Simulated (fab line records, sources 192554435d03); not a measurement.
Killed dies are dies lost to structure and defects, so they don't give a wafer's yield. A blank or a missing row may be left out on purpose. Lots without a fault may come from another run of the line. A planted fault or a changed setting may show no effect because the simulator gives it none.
A struck lot beside a sound one | flow n5_finfet | 19 steps out of a route of 1938
Sound: wafers L194.4, L194.5, L194.6. Struck: wafers L209.4, L209.5, L209.6. The cause comes at the end.
At each step with rows: each side's tool, then ch and its chambers, then its first start. Under that, the readings that differ: sound wafers | struck wafers | difference of the means | sigmas: that difference in standard deviations of wafers without a fault.
alike: readings whose means differ by less than 2 such deviations, and words and numbers that are the same on both sides. not compared: withheld readings, readings that some wafer has no value for, bounds like >300 that may hide the same value, and numbers for which the record gives no deviation and whose values overlap.
The two part at a step that has a row with sigmas, a row that says differs or no value, or rows on one side only. Numbers that don't overlap but have no deviation are shown without sigmas and don't part them. A reading that every wafer of one side lacks parts them only if that side has two wafers or more.

first, 1 step without rows for these wafers: N5_MIM_TOP_LITHO_HARDBAKE_09 (time 120 s).
N5_MIM_TOP_LITHO_CD_MEAS_08: target cd 2000 nm.
  sound on cd_sem-02 ch 0, day 13 15:34; struck on cd_sem-01 ch 0, day 17 16:23
  alike: cd_nm
N5_MIM_TOP_LITHO_OVL_MEAS_11:
  sound on overlay-02 ch 0, day 13 15:35; struck on overlay-01 ch 0, day 17 16:25
  alike: MIM_TOP_OVL
N5_MIM_TOP_LITHO_INSPECT_12: inspects for defects (macro).
  sound on defect_inspect-02, day 13 15:37; struck on defect_inspect-01, day 17 16:27
  alike: raw_defect_count
N5_MIM_TOP_LITHO_DESCUM_10: chemistry O2, time 7.9 s.
  sound on rie_diel-03 ch 1,2,3, day 13 15:49; struck on rie_diel-03 ch 0,1,3, day 17 16:31
  alike: bias_power_w, drypump_motor_current_A, oes_product_au, rf_vpp_V, showerhead_plenum_p_Torr, throttle_valve_pct
  not compared: rf_hours_counter_h
N5_MIM_TOP_ETCH_ETCH_00: etches TiN in Cl2/BCl3, target depth 38.5 nm.
  sound on rie_metal-03 ch 0,1, day 13 15:57; struck on rie_metal-01 ch 0,1, day 17 16:36
  alike: bias_w, drypump_motor_current_A, oes_product_au, throttle_valve_pct
  not compared: rf_hours_counter_h
N5_MIM_TOP_ETCH_STRIP_01: strips in O2.
  sound on rie_diel-06 ch 1,2, day 13 16:03; struck on rie_diel-05 ch 0,3, day 17 16:46
  alike: drypump_motor_current_A, oes_product_au, rf_vpp_V, showerhead_plenum_p_Torr, throttle_valve_pct
  not compared: rf_hours_counter_h
N5_MIM_TOP_ETCH_PECVD_03: deposits SiNx from SiH4/NH3/N2, target thk 20 nm, time 17.6 s.
  sound on pecvd-01 ch 0,1,2, day 13 16:08; struck on pecvd-01 ch 0,1,2, day 17 16:51
  alike: heater_power_w, showerhead_plenum_p_Torr, showerhead_vpp_V, throttle_valve_pct
  not compared: since_wet_clean_h
then, 4 steps without rows for these wafers: N5_MIM_BOT_LITHO_HMDS_01 (time 60 s); N5_MIM_BOT_LITHO_COAT_02; N5_MIM_BOT_LITHO_EBR_04; N5_MIM_BOT_LITHO_SOFTBAKE_03 (time 90 s).
N5_MIM_BOT_LITHO_EXPOSE_05: exposes mask MIM BOT.
  sound on krf_scanner-02 ch 0, day 13 16:19; struck on krf_scanner-01 ch 0, day 17 17:02
  reading                               | sound       | struck            | difference | sigmas
  model.MIM_BOT_LITHO.overlay_x_nm (nm) | 0.8 0.8 0.8 | 173.2 173.2 173.2 | +172.4     |
  alike: mask
then, 3 steps without rows for these wafers: N5_MIM_BOT_LITHO_PEB_06; N5_MIM_BOT_LITHO_DEVELOP_07 (develop time 60 s); N5_MIM_BOT_LITHO_HARDBAKE_09 (time 120 s).
N5_MIM_BOT_LITHO_CD_MEAS_08: target cd 3000 nm.
  sound on cd_sem-03 ch 0, day 13 16:28; struck on cd_sem-01 ch 0, day 17 17:11
  alike: cd_nm
N5_MIM_BOT_LITHO_OVL_MEAS_11:
  sound on overlay-02 ch 0, day 13 16:30; struck on overlay-02 ch 0, day 17 17:13
  reading          | sound  | struck      | difference | sigmas
  MIM_BOT_OVL (nm) | 4 1 -1 | 181 173 178 | +176       | +34
N5_MIM_BOT_LITHO_INSPECT_12: inspects for defects (macro).
  sound on defect_inspect-01, day 13 16:31; struck on defect_inspect-01, day 17 17:14
  alike: raw_defect_count

WHERE THEY PART
Only at N5_MIM_BOT_LITHO_OVL_MEAS_11, within this record. Later steps at which nothing parts them and some readings are alike: N5_MIM_BOT_LITHO_INSPECT_12.

WHY: what the simulator had put in
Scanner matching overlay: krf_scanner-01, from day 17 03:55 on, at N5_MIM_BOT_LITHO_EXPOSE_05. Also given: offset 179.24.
